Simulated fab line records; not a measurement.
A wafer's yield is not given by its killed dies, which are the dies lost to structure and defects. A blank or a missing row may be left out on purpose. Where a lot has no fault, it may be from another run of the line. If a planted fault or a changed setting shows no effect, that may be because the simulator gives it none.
Lot-split experiment    flow n5-finfet    7 lots, 21 wafers read, on a route of 1938 steps

ABOUT THE SPLIT
At N5_BEOL_M7_ETCH_61 (etches SiARC in CF4, target depth 45.5 nm, time 75.8 s), the setting source-w was moved away from the recipe's 545 W on 11 of the 21 wafers read, by -16.1% to +17.4%. All remaining wafers had this setting at the recipe value.

The reading is taken at the split's own step.

THE READING
rf-vpp-V, in V, at N5_BEOL_M7_ETCH_61 (etches SiARC in CF4, target depth 45.5 nm, time 75.8 s). A value of 183.9 V with a standard deviation of 1.2 V is what fault-free wafers of this fab line usually give.

wafer   tool, chamber at the split  source-w as run, W  against the recipe  rf-vpp-V, V  against lot-mates on the recipe
L078.1  rie-diel-03, 1              465.2               -14.6%              192.2        +6.3
L078.2  rie-diel-03, 3              465.2               -14.6%              194.5        +8.6
L078.6  rie-diel-03, 0              545                 recipe              185.9        -
L080.1  rie-diel-01, 3              545                 recipe              182.6        -
L080.2  rie-diel-01, 0              461.6               -15.3%              194.1        +11.5
L080.6  rie-diel-01, 1              461.6               -15.3%              194.3        +11.7
L092.1  rie-diel-01, 0              457.2               -16.1%              196.0        +11.4
L092.3  rie-diel-01, 2              545                 recipe              185.1        -
L092.4  rie-diel-01, 1              545                 recipe              184.1        -
L093.2  rie-diel-01, 3              639.9               +17.4%              173.0        -11.0
L093.5  rie-diel-01, 1              545                 recipe              184.0        -
L093.6  rie-diel-01, 2              639.9               +17.4%              174.0        -10.0
L094.3  rie-diel-04, 3              608.1               +11.6%              177.5        -4.0
L094.4  rie-diel-04, 2              608.1               +11.6%              178.4        -3.1
L094.5  rie-diel-04, 0              545                 recipe              181.5        -
L096.1  rie-diel-04, 1              545                 recipe              182.9        -
L096.5  rie-diel-04, 3              545                 recipe              184.1        -
L096.6  rie-diel-04, 0              545                 recipe              182.0        -
L097.2  rie-diel-01, 1              519.8               -4.6%               187.5        +4.3
L097.4  rie-diel-01, 3              519.8               -4.6%               185.2        +2.0
L097.5  rie-diel-01, 3              545                 recipe              183.2        -

FIT RESULTS
A straight line over all 21 wafers: rf-vpp-V changes by -0.63 V for each +1% of source-w; r = -0.98; the points scatter about the line by 1.3 V.
The same after taking each lot's own level away (the mean of its wafers on the recipe; 21 wafers): -0.588 V for each +1%; r = -0.97; scatter 1.5 V.
Per that fit: largest source-w move, reading shift of 10 V.
Across the lots, their own levels run from 181.50 to 185.90 V, a range of 3.7 times the standard deviation given above.
So the lot-to-lot level changes the slope little: the two slopes agree.
Check: -9.3 V against its lot-mates is what the line predicts for one of the wafers moved furthest among these (+17.4%) when that wafer is left out of the fit. Against them it came out at -11 V.
Tool readings at the split's step, against how far the setting was moved: etch-rf-on-time-s r = -0.96; rf-vpp-V r = -0.98.

THE OTHER SPLITS THESE WAFERS WENT THROUGH
Other splits were also applied to these wafers ahead of the reading. Each is held against what the fit with the lots' levels taken away leaves over:
other split on the same wafers  wafers away from the commonest value  r with rf-vpp-V (lot level and that fit taken away)
N5_BEOL_M5_COAT_22 spin-rpm     7                                     +0.48
N5_BEOL_M6_ETCH_62 bias-w       6                                     +0.32
N5_BEOL_M6_COAT_22 spin-rpm     8                                     -0.06
N5_BEOL_M7_COAT_05 spin-rpm     7                                     -0.40

THE WHOLE CHAIN: every reading that the file lists as answering this split, in the file's order
step                what it does                                            reading            change (the file's fit)               r (the file's)
N5_BEOL_M7_ETCH_61  etches SiARC in CF4, target depth 45.5 nm, time 75.8 s  etch-rf-on-time-s  withheld for each +1% of the setting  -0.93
N5_BEOL_M7_ETCH_61  etches SiARC in CF4, target depth 45.5 nm, time 75.8 s  rf-vpp-V           -0.608 V for each +1% of the setting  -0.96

FILE'S OWN FIT
rf-vpp-V changes by -0.608 V for each +1% of source-w, r = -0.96.
